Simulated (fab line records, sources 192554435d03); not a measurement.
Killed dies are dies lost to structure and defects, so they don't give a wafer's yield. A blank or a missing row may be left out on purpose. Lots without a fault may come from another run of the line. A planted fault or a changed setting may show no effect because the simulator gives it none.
Which tool did it? | flow n5_finfet | 10 lots, 30 wafers sampled, at 6 steps of a route of 1938

WHAT THE GAUGES READ, wafer by wafer
N5_MIM_TOP_LITHO_OVL_MEAS_11. Usual: MIM_TOP_OVL -1 nm, standard deviation 4.9.
lot  | measured     | on         | MIM_TOP_OVL (nm) | flag
L178 | day 12 11:28 | overlay-02 | -2 -8 -2         |
L179 | day 12 14:41 | overlay-01 | 7 -1 2           |
L183 | day 13 10:01 | overlay-02 | -6 -1 -6         |
L181 | day 14 03:04 | overlay-01 | 2 1 -1           |
L184 | day 14 12:17 | overlay-02 | -2 0 -4          |
L185 | day 15 04:52 | overlay-02 | -4 -7 -10        |
L188 | day 15 15:50 | overlay-01 | -3 8 6           |
L190 | day 15 16:05 | overlay-01 | -4 -2 7          |
L198 | day 18 00:14 | overlay-01 | -4 4 -5          |
L200 | day 18 21:25 | overlay-02 | 0 -4 -6          |

N5_MIM_TOP_LITHO_INSPECT_12: inspects for defects (macro). Usual: raw_defect_count 2.2, standard deviation 1.5.
lot  | measured     | on                | raw_defect_count | flag
L178 | day 12 11:29 | defect_inspect-02 | 0 1 1            |
L179 | day 12 14:43 | defect_inspect-02 | 1 3 0            |
L183 | day 13 10:03 | defect_inspect-01 | 6 5 3            |
L181 | day 14 03:05 | defect_inspect-01 | 2 1 4            |
L184 | day 14 12:19 | defect_inspect-02 | 2 3 2            |
L185 | day 15 04:54 | defect_inspect-01 | 0 1 0            |
L188 | day 15 15:52 | defect_inspect-01 | 4 4 0            |
L190 | day 15 16:06 | defect_inspect-01 | 3 2 2            |
L198 | day 18 00:15 | defect_inspect-01 | 4 0 276          | OFF
L200 | day 18 21:26 | defect_inspect-01 | 2 4 0            |

N5_MIM_BOT_LITHO_INSPECT_12: inspects for defects (macro). Usual: raw_defect_count 2.1, standard deviation 1.5.
lot  | measured     | on                | raw_defect_count | flag
L178 | day 12 12:52 | defect_inspect-01 | 2 1 3            |
L179 | day 12 15:39 | defect_inspect-02 | 3 0 3            |
L183 | day 13 10:57 | defect_inspect-02 | 3 7 2            |
L181 | day 14 03:57 | defect_inspect-02 | 2 5 4            |
L184 | day 14 13:11 | defect_inspect-02 | 0 1 1            |
L185 | day 15 05:53 | defect_inspect-02 | 0 0 3            |
L188 | day 15 16:44 | defect_inspect-02 | 3 2 2            |
L190 | day 15 16:58 | defect_inspect-02 | 5 2 1            |
L198 | day 18 01:09 | defect_inspect-02 | 2 1 274          | OFF
L200 | day 18 22:44 | defect_inspect-02 | 3 1 3            |

WHICH TOOL RAN EACH LOT (tool, then ch and the chambers of the sampled wafers, then the start)
lot  | N5_BEOL_M15_ETCH_61                | N5_MIM_TOP_SPUTTER_03        | N5_MIM_TOP_ETCH_ETCH_00
L178 | rie_diel-01 ch 0,1,3, day 12 03:41 | pvd_sputter-03, day 12 10:54 | rie_metal-03 ch 0,1, day 12 11:37
L179 | rie_diel-06 ch 0,1, day 12 07:28   | pvd_sputter-02, day 12 14:16 | rie_metal-01 ch 0,1, day 12 14:50
L183 | rie_diel-01 ch 2,3, day 13 02:48   | pvd_sputter-02, day 13 09:36 | rie_metal-03 ch 0,1, day 13 10:21
L181 | rie_diel-06 ch 0,1,2, day 13 18:08 | pvd_sputter-01, day 14 02:31 | rie_metal-01 ch 0,1, day 14 03:13
L184 | rie_diel-01 ch 1,3, day 14 06:02   | pvd_sputter-01, day 14 11:52 | rie_metal-03 ch 0,1, day 14 12:26
L185 | rie_diel-03 ch 1,2, day 14 23:08   | pvd_sputter-01, day 15 04:27 | rie_metal-01 ch 0, day 15 05:01
L188 | rie_diel-01 ch 0,2,3, day 15 00:23 | pvd_sputter-03, day 15 15:25 | rie_metal-01 ch 0, day 15 15:59
L190 | rie_diel-01 ch 2,3, day 15 04:47   | pvd_sputter-03, day 15 15:32 | rie_metal-02 ch 0,1, day 15 16:13
L198 | rie_diel-03 ch 0,1,2, day 17 15:49 | pvd_sputter-02, day 17 23:48 | rie_metal-03 ch 0,1, day 18 00:22
L200 | rie_diel-03 ch 1,2,3, day 18 14:38 | pvd_sputter-03, day 18 20:52 | rie_metal-03 ch 0,1, day 18 22:00
- N5_BEOL_M15_ETCH_61: etches BARC in N2/H2, target depth 89 nm, overetch 26.7 nm, time 67.9 s.
- N5_MIM_TOP_SPUTTER_03: material TiN, target thk 35 nm, time 89.7 s.
- N5_MIM_TOP_ETCH_ETCH_00: etches TiN in Cl2/BCl3, target depth 38.5 nm.

WHAT THE TOOLS THEMSELVES READ (means of the sampled wafers that have a number; where no wafer has one, the mark that the record gives instead)
N5_BEOL_M15_ETCH_61. Usual: drypump_motor_current_A 5.48 A, standard deviation 0.28; oes_product_au 0.68 a.u., standard deviation 0.078; rf_vpp_V 523.0 V, standard deviation 2.8; showerhead_plenum_p_Torr 2.51 Torr, standard deviation 0.097; throttle_valve_pct 17.85 %, standard deviation 0.28.
lot  | tool        | drypump_motor_current_A (A) | oes_product_au (a.u.) | rf_vpp_V (V) | showerhead_plenum_p_Torr (Torr) | throttle_valve_pct (%) | flag
L178 | rie_diel-01 | 5.45                        | 0.64                  | 523.5        | 2.54                            | 17.94                  |
L179 | rie_diel-06 | 5.63                        | 0.72                  | 525.4        | 2.57                            | 17.61                  |
L183 | rie_diel-01 | 5.68                        | 0.60                  | 521.9        | 2.49                            | 18.02                  |
L181 | rie_diel-06 | 5.80                        | 0.69                  | 525.5        | 2.60                            | 17.72                  |
L184 | rie_diel-01 | 5.63                        | 0.61                  | 522.0        | 2.50                            | 17.88                  |
L185 | rie_diel-03 | 5.26                        | 0.62                  | 519.9        | 2.39                            | 17.88                  |
L188 | rie_diel-01 | 5.48                        | 0.71                  | 523.4        | 2.50                            | 17.85                  |
L190 | rie_diel-01 | 5.68                        | 0.69                  | 521.6        | 2.46                            | 17.78                  |
L198 | rie_diel-03 | 5.37                        | 0.67                  | 520.5        | 2.44                            | 17.82                  |
L200 | rie_diel-03 | 5.41                        | 0.64                  | 521.4        | 2.43                            | 18.02                  |

N5_MIM_TOP_SPUTTER_03. Usual: chamber_pressure_pa 0.5000 Pa, standard deviation 0.00096; throttle_valve_pct 30.2 %, standard deviation 1.
lot  | tool           | chamber_pressure_pa (Pa) | throttle_valve_pct (%) | flag
L178 | pvd_sputter-03 | 0.4994                   | 30.3                   |
L179 | pvd_sputter-02 | 0.4995                   | 30.0                   |
L183 | pvd_sputter-02 | 0.4998                   | 30.1                   |
L181 | pvd_sputter-01 | 0.4996                   | 29.3                   |
L184 | pvd_sputter-01 | 0.4999                   | 29.6                   |
L185 | pvd_sputter-01 | 0.5001                   | 29.2                   |
L188 | pvd_sputter-03 | 0.5006                   | 30.2                   |
L190 | pvd_sputter-03 | 0.4995                   | 30.1                   |
L198 | pvd_sputter-02 | 0.4998                   | 30.6                   |
L200 | pvd_sputter-03 | 0.4996                   | 30.3                   |

N5_MIM_TOP_ETCH_ETCH_00. Usual: bcl3_flow_sccm 21.74 sccm, standard deviation 0.066; drypump_motor_current_A 5.6 A, standard deviation 0.42; oes_product_au 0.78 a.u., standard deviation 0.1; throttle_valve_pct 22.85 %, standard deviation 0.25.
lot  | tool         | bcl3_flow_sccm (sccm) | drypump_motor_current_A (A) | oes_product_au (a.u.) | throttle_valve_pct (%) | flag
L178 | rie_metal-03 | 21.79                 | 5.6                         | 0.83                  | 22.66                  |
L179 | rie_metal-01 | 21.74                 | 5.8                         | 0.66                  | 22.91                  |
L183 | rie_metal-03 | 21.78                 | 6.0                         | 0.81                  | 22.70                  |
L181 | rie_metal-01 | 21.78                 | 5.8                         | 0.66                  | 22.92                  |
L184 | rie_metal-03 | 21.71                 | 5.9                         | 0.79                  | 22.71                  |
L185 | rie_metal-01 | 21.69                 | 6.0                         | 0.67                  | 22.74                  |
L188 | rie_metal-01 | 21.66                 | 5.9                         | 0.67                  | 22.75                  |
L190 | rie_metal-02 | 21.76                 | 5.2                         | 0.71                  | 23.01                  |
L198 | rie_metal-03 | 21.81                 | 6.0                         | 0.78                  | 22.72                  |
L200 | rie_metal-03 | 21.77                 | 5.6                         | 0.78                  | 22.71                  |

THE ANSWER, worked out from the rows above alone
Rule: a lot is off if the mean of its wafers that have a number lies more than 3 standard deviations from the usual mean. A lot without any number at a reading at which 4 lots or more have one is off too. The other lots that the step has rows for count as sound. The gauges are gone through in route order, then the tools' own readings, and for those a lot's mean is taken as printed above. The first step at which some lot is off is used, and at that step the reading that is off furthest; a lot without a number counts as furthest.
Off: L198, at N5_MIM_TOP_LITHO_INSPECT_12 (raw_defect_count).
A tool fits if, at a process step before that reading, it ran every lot that is off, and no sound lot after the first of them. The gauges at N5_MIM_TOP_LITHO_INSPECT_12 aren't tried: what is off there is off at N5_MIM_BOT_LITHO_INSPECT_12 too, on other tools, and a gauge's error can't cause that. One fits: pvd_sputter-02 at N5_MIM_TOP_SPUTTER_03. Its last sound lot is L183 (day 13 09:36), its first lot that is off L198 (day 17 23:48): a fault that began between those two fits.

WHAT THE SIMULATOR HAD PUT IN
Chamber particle source: pvd_sputter-02, from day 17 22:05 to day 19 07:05, at N5_MIM_TOP_SPUTTER_03. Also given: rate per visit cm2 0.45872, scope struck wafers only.
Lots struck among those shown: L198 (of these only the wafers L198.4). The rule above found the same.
